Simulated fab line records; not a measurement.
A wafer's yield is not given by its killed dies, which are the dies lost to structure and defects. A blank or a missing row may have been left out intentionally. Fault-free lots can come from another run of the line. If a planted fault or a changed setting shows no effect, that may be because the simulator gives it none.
Which tool is to blame?	flow n5_finfet	10 lots, 30 wafers sampled, at 5 steps of a route of 1938

== WHAT THE GAUGES READ, wafer by wafer ==
N5_BEOL_M8_CD_MEAS_11: target cd 38.5 nm. Usual: cd_nm 38.4 nm, standard deviation 0.52.
lot	measured	on	cd_nm (nm)	flag
L350	day 10 10:59	cd_sem-03	38.0 38.0 38.2	
L352	day 11 06:23	cd_sem-03	39.3 37.9 38.6	
L355	day 12 01:07	cd_sem-01	38.0 38.3 37.8	
L359	day 12 17:28	cd_sem-02	38.0 37.5 38.2	
L357	day 12 22:41	cd_sem-01	37.7 36.8 37.9	
L363	day 14 14:35	cd_sem-02	38.7 38.1 38.6	
L362	day 14 14:46	cd_sem-01	38.7 38.6 38.8	
L367	day 14 16:28	cd_sem-03	38.3 38.8 39.0	
L365	day 14 22:08	cd_sem-03	39.0 39.0 38.7	
L366	day 15 17:51	cd_sem-03	37.8 38.8 38.5	

N5_BEOL_M8_CD_MEAS_18: pitch 80 nm, target cd 40 nm. Usual: cd_nm 39.9 nm, standard deviation 0.61.
lot	measured	on	cd_nm (nm)	flag
L350	day 10 11:41	cd_sem-03	40.4 39.9 40.0	
L352	day 11 07:07	cd_sem-01	41.2 40.5 39.2	
L355	day 12 01:52	cd_sem-03	39.8 39.4 39.5	
L359	day 12 18:01	cd_sem-01	40.2 39.2 39.9	
L357	day 12 23:14	cd_sem-02	38.8 38.2 40.0	
L363	day 14 15:54	cd_sem-01	40.3 40.1 39.9	
L362	day 14 15:46	cd_sem-03	40.8 40.3 40.7	
L367	day 14 17:27	cd_sem-03	40.1 40.4 40.7	
L365	day 14 22:41	cd_sem-02	40.1 40.1 39.9	
L366	day 15 18:23	cd_sem-03	39.6 39.5 39.8	

N5_BEOL_M8_INSPECT_30: inspects for defects (brightfield). Usual: raw_defect_count 402, standard deviation 93.
lot	measured	on	raw_defect_count	flag
L350	day 10 14:52	defect_inspect-02	409 235 271	
L352	day 11 08:10	defect_inspect-01	1326 1253 1312	OFF
L355	day 12 03:08	defect_inspect-02	1355 1442 1315	OFF
L359	day 12 18:24	defect_inspect-02	392 365 409	
L357	day 13 00:20	defect_inspect-02	441 387 487	
L363	day 14 16:45	defect_inspect-02	393 364 358	
L362	day 14 16:19	defect_inspect-02	443 406 481	
L367	day 14 17:52	defect_inspect-01	425 336 385	
L365	day 15 01:44	defect_inspect-02	675 646 367	
L366	day 15 19:43	defect_inspect-02	492 559 569	

== TOOL THAT RAN EACH LOT (tool first, then ch and the chambers of the sampled wafers, then the start) ==
lot	N5_BEOL_M8_ETCH_62	N5_BEOL_M8_STRIP_67
L350	rie_diel-03 ch 0,1,3, day 10 11:19	rie_diel-03 ch 0,1,3, day 10 11:28
L352	rie_diel-03 ch 1,2,3, day 11 06:44	rie_diel-03 ch 1,2,3, day 11 06:53
L355	rie_diel-03 ch 1,3, day 12 01:28	rie_diel-03 ch 1,3, day 12 01:37
L359	rie_diel-05 ch 0,1,2, day 12 17:38	rie_diel-05 ch 0,1,2, day 12 17:47
L357	rie_diel-01 ch 0,1,2, day 12 22:52	rie_diel-01 ch 0,1,2, day 12 23:01
L363	rie_diel-03 ch 0, day 14 15:19	rie_diel-03 ch 0, day 14 15:32
L362	rie_diel-05 ch 1,2,3, day 14 15:22	rie_diel-05 ch 1,2,3, day 14 15:31
L367	rie_diel-03 ch 0,1, day 14 16:56	rie_diel-03 ch 0,1, day 14 17:09
L365	rie_diel-03 ch 0,2, day 14 22:19	rie_diel-03 ch 0,2, day 14 22:28
L366	rie_diel-01 ch 0,1, day 15 18:01	rie_diel-01 ch 0,1, day 15 18:10
- N5_BEOL_M8_ETCH_62: etches SOC in N2/H2, target depth 110 nm, overetch 22 nm, time 165 s.
- N5_BEOL_M8_STRIP_67: strips in CF4.

== AS READ BY THE TOOLS THEMSELVES (means over the sampled wafers that have a number; for cases with no such wafer, the mark the record gives instead) ==
N5_BEOL_M8_ETCH_62. Usual: drypump_motor_current_A 5.7 A, standard deviation 0.43; oes_product_au 0.68 a.u., standard deviation 0.073; rf_vpp_V 525.7 V, standard deviation 1.4; showerhead_plenum_p_Torr 2.61 Torr, standard deviation 0.054; throttle_valve_pct 17.76 %, standard deviation 0.15.
lot	tool	drypump_motor_current_A (A)	oes_product_au (a.u.)	rf_vpp_V (V)	showerhead_plenum_p_Torr (Torr)	throttle_valve_pct (%)	flag
L350	rie_diel-03	5.5	0.68	526.2	2.63	17.78	
L352	rie_diel-03	5.3	0.62	525.6	2.61	17.84	
L355	rie_diel-03	5.3	0.66	525.5	2.58	17.80	
L359	rie_diel-05	5.8	0.65	524.2	2.57	17.65	
L357	rie_diel-01	5.8	0.66	525.6	2.62	17.83	
L363	rie_diel-03	5.9	0.69	527.0	2.67	17.74	
L362	rie_diel-05	5.6	0.70	523.8	2.53	17.79	
L367	rie_diel-03	5.7	0.69	526.4	2.63	17.74	
L365	rie_diel-03	5.5	0.73	526.8	2.63	17.50	
L366	rie_diel-01	6.2	0.59	526.1	2.61	17.86	

N5_BEOL_M8_STRIP_67. Usual: drypump_motor_current_A 5.7 A, standard deviation 0.43; oes_product_au 0.80 a.u., standard deviation 0.086; rf_vpp_V 272.1 V, standard deviation 1.2; showerhead_plenum_p_Torr 1.83 Torr, standard deviation 0.034; throttle_valve_pct 13.49 %, standard deviation 0.15.
lot	tool	drypump_motor_current_A (A)	oes_product_au (a.u.)	rf_vpp_V (V)	showerhead_plenum_p_Torr (Torr)	throttle_valve_pct (%)	flag
L350	rie_diel-03	5.5	0.80	272.1	1.85	13.51	
L352	rie_diel-03	5.3	0.74	272.1	1.83	13.54	
L355	rie_diel-03	5.3	0.78	272.1	1.82	13.57	
L359	rie_diel-05	5.8	0.77	271.9	1.82	13.44	
L357	rie_diel-01	5.7	0.77	271.8	1.83	13.57	
L363	rie_diel-03	5.8	0.81	273.0	1.88	13.52	
L362	rie_diel-05	5.6	0.82	271.1	1.79	13.46	
L367	rie_diel-03	5.7	0.81	272.9	1.86	13.55	
L365	rie_diel-03	5.5	0.87	271.9	1.84	13.16	
L366	rie_diel-01	6.1	0.70	272.3	1.83	13.65	

== THE ANSWER, worked out from the rows above alone ==
Rule: lot off if the mean of its wafers having a number is beyond 3 standard deviations from the usual mean. A lot without any number at a reading at which 4 lots or more have one is off too. All remaining lots with rows at the step are treated as sound. The gauges are gone through in route order, then the tools' own readings, and for those a lot's mean is taken as printed above. At the first step where some lot is off, the reading lying furthest off is the one used; lots without a number count as furthest.
Off at N5_BEOL_M8_INSPECT_30 (raw_defect_count): L352, L355.
A tool fits if, at a process step before that reading, it ran every lot that is off, and no sound lot after the first of them. The gauges at N5_BEOL_M8_INSPECT_30 are tried like those tools. No candidate that was tried fits.

== WHAT THE SIMULATOR PUT IN ==
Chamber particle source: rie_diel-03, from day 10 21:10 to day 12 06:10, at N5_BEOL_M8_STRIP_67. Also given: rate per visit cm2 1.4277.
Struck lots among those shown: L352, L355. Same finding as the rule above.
